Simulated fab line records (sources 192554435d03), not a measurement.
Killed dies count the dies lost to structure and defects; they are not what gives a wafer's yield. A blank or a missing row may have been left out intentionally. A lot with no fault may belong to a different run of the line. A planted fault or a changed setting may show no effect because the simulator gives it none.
What tool caused it?    flow n5-finfet    9 lots with 27 wafers sampled at 3 steps, on a route of 1938 steps

WHAT EACH GAUGE READ, for each wafer
N5_BEOL_M4_RC_MEAS_101. Usual: DIBL_N 36.2 mV/V, standard deviation 1.5; DIBL_P 36.2 mV/V, standard deviation 1.7; IOFF_N 0.155 nA/um, standard deviation 0.021; IOFF_P 0.216 nA/um, standard deviation 0.026; ION_N 674 uA/um, standard deviation 11; ION_P 464 uA/um, standard deviation 6.8; SS_N 71.5 mV/dec, standard deviation 0.56; SS_P 73.3 mV/dec, standard deviation 0.6; VT_N 250.2 mV, standard deviation 2.6; VT_P -249.3 mV, standard deviation 2.5.
lot   measured      on         DIBL_N (mV/V)   DIBL_P (mV/V)   IOFF_N (nA/um)     IOFF_P (nA/um)     ION_N (uA/um)  ION_P (uA/um)  SS_N (mV/dec)   SS_P (mV/dec)   VT_N (mV)          VT_P (mV)             flag
L689  day 8 08:34   prober-01  33.3 35.6 36.5  33.5 36.3 36.6  0.137 0.173 0.191  0.185 0.222 0.233  679 691 693    470 471 477    70.5 71.4 72.2  73.2 73.4 73.1  251.1 247.4 246.9  -248.6 -246.7 -245.7  
L691  day 8 10:38   prober-01  36.1 33.8 35.9  36.1 33.9 36.0  0.164 0.140 0.167  0.235 0.190 0.228  669 677 660    464 470 462    71.8 71.4 72.2  73.6 72.2 74.4  247.7 251.1 247.7  -247.4 -251.2 -248.1  
L695  day 9 08:15   prober-01  37.2 37.3 36.8  38.9 39.0 38.0  0.174 0.169 0.164  0.232 0.236 0.217  686 686 679    470 474 458    71.9 71.9 71.8  74.4 74.0 73.7  248.2 248.1 249.1  -249.4 -250.4 -251.1  
L699  day 10 12:46  prober-01  36.2 36.6 36.1  35.7 35.4 35.1  0.160 0.160 0.150  0.229 0.233 0.229  659 665 661    450 464 458    72.8 71.9 71.8  72.8 73.5 73.0  250.3 251.0 251.0  -247.6 -246.4 -246.5  
L701  day 11 01:03  prober-02  36.9 39.5 36.4  36.2 39.9 36.4  0.154 0.221 0.158  0.235 0.302 0.239  662 689 690    463 479 473    71.2 71.5 72.1  72.6 73.6 72.4  250.8 242.6 247.0  -246.5 -245.0 -247.0  
L709  day 12 22:53  prober-02  39.7 38.4 36.9  38.9 37.6 35.6  0.181 0.163 0.139  0.247 0.224 0.201  675 681 684    457 466 471    72.4 71.9 72.0  74.0 72.7 72.5  249.7 249.6 251.3  -246.9 -248.6 -249.3  
L710  day 13 15:43  prober-01  38.5 37.8 38.0  37.4 36.8 36.3  0.169 0.157 0.160  0.240 0.241 0.234  682 660 666    472 463 460    71.6 72.0 71.7  74.0 74.0 73.9  249.8 250.4 249.1  -248.0 -248.8 -248.1  
L711  day 13 21:12  prober-01  35.9 35.2 35.2  35.9 35.6 35.6  0.162 0.155 0.155  0.202 0.196 0.192  665 680 687    453 465 464    71.4 71.6 70.9  73.7 74.0 74.0  252.5 249.2 250.3  -249.9 -249.9 -248.8  
L712  day 13 22:56  prober-02  36.5 36.8 36.4  37.6 37.6 38.0  0.158 0.148 0.161  0.223 0.227 0.230  681 655 679    473 462 478    71.0 71.7 71.5  73.7 73.4 73.2  249.6 254.4 250.5  -246.7 -250.3 -249.6  

N5_PASSIVATION_CD_MEAS_30 targets a cd of 4000 nm. Usual: cd-nm reads 4000.1 nm (standard deviation 1.5).
lot   measured      on         cd-nm (nm)            flag
L689  day 12 18:58  cd-sem-01  4000.5 4001.4 4002.0  
L691  day 12 17:53  cd-sem-03  4000.4 3998.7 3999.4  
L695  day 13 10:30  cd-sem-02  4000.8 4001.0 3999.1  
L699  day 14 18:48  cd-sem-03  4000.0 4001.2 4000.2  
L701  day 14 22:47  cd-sem-03  3999.6 4002.0 3997.5  
L709  day 16 23:13  cd-sem-03  3998.2 3997.8 3998.8  
L710  day 17 15:02  cd-sem-03  3999.6 3997.8 3998.0  
L711  day 17 20:00  cd-sem-03  4002.9 4003.5 4001.8  
L712  day 17 23:25  cd-sem-03  4000.8 3998.4 4000.7  

EACH LOT AND THE TOOL THAT RAN IT (in order: tool; ch and the chambers of the sampled wafers; start)
lot   N5_PASSIVATION_STRIP_14
L689  rie-diel-06 ch 0,2,3, day 12 17:10
L691  rie-diel-01 ch 0,1, day 12 16:55
L695  rie-diel-01 ch 0,2,3, day 13 09:16
L699  rie-diel-01 ch 0,2, day 14 17:35
L701  rie-diel-06 ch 0,2,3, day 14 21:25
L709  rie-diel-01 ch 0,2,3, day 16 21:49
L710  rie-diel-01 ch 1,2, day 17 14:01
L711  rie-diel-01 ch 0,1,2, day 17 18:16
L712  rie-diel-01 ch 0,2,3, day 17 21:06
- N5_PASSIVATION_STRIP_14: strips in O2.

WHAT THE TOOLS THEMSELVES READ (means of the sampled wafers that have a number; where no wafer has one, the mark that the record gives instead)
N5_PASSIVATION_STRIP_14. Usual: drypump-motor-current-A 5.7 A, standard deviation 0.5; oes-product-au 0.77 a.u., standard deviation 0.078; rf-vpp-V 3.6 V, standard deviation 0.92; showerhead-plenum-p-Torr 2.14 Torr, standard deviation 0.057; throttle-valve-pct 16.63 %, standard deviation 0.23.
lot   tool         drypump-motor-current-A (A)  oes-product-au (a.u.)  rf-vpp-V (V)  showerhead-plenum-p-Torr (Torr)  throttle-valve-pct (%)  flag
L689  rie-diel-06  5.8                          0.79                   3.8           2.10                             16.63                   
L691  rie-diel-01  5.6                          0.80                   3.4           2.19                             16.58                   
L695  rie-diel-01  5.9                          0.83                   4.2           2.11                             16.54                   
L699  rie-diel-01  6.3                          0.78                   4.4           2.15                             16.60                   
L701  rie-diel-06  5.9                          0.77                   4.3           2.10                             16.65                   
L709  rie-diel-01  5.9                          0.79                   3.3           2.10                             16.59                   
L710  rie-diel-01  5.3                          0.84                   3.3           2.16                             16.55                   
L711  rie-diel-01  5.7                          0.80                   3.8           2.16                             16.63                   
L712  rie-diel-01  5.9                          0.78                   4.2           2.10                             16.60                   

THE ANSWER, worked out from the rows above alone
Rule: lot off if the mean of its wafers having a number is beyond 3 standard deviations from the usual mean. A lot without any number at a reading at which 4 lots or more have one is off too. Any other lot the step has rows for is counted as sound. The gauges are gone through in route order, then the tools' own readings, and for those a lot's mean is taken as printed above. The first step at which some lot is off is used, and at that step the reading that is off furthest; a lot without a number counts as furthest.
No lot is off on any of the readings shown, so nothing can be concluded from this.

WHAT HAD BEEN PUT IN BY THE SIMULATOR
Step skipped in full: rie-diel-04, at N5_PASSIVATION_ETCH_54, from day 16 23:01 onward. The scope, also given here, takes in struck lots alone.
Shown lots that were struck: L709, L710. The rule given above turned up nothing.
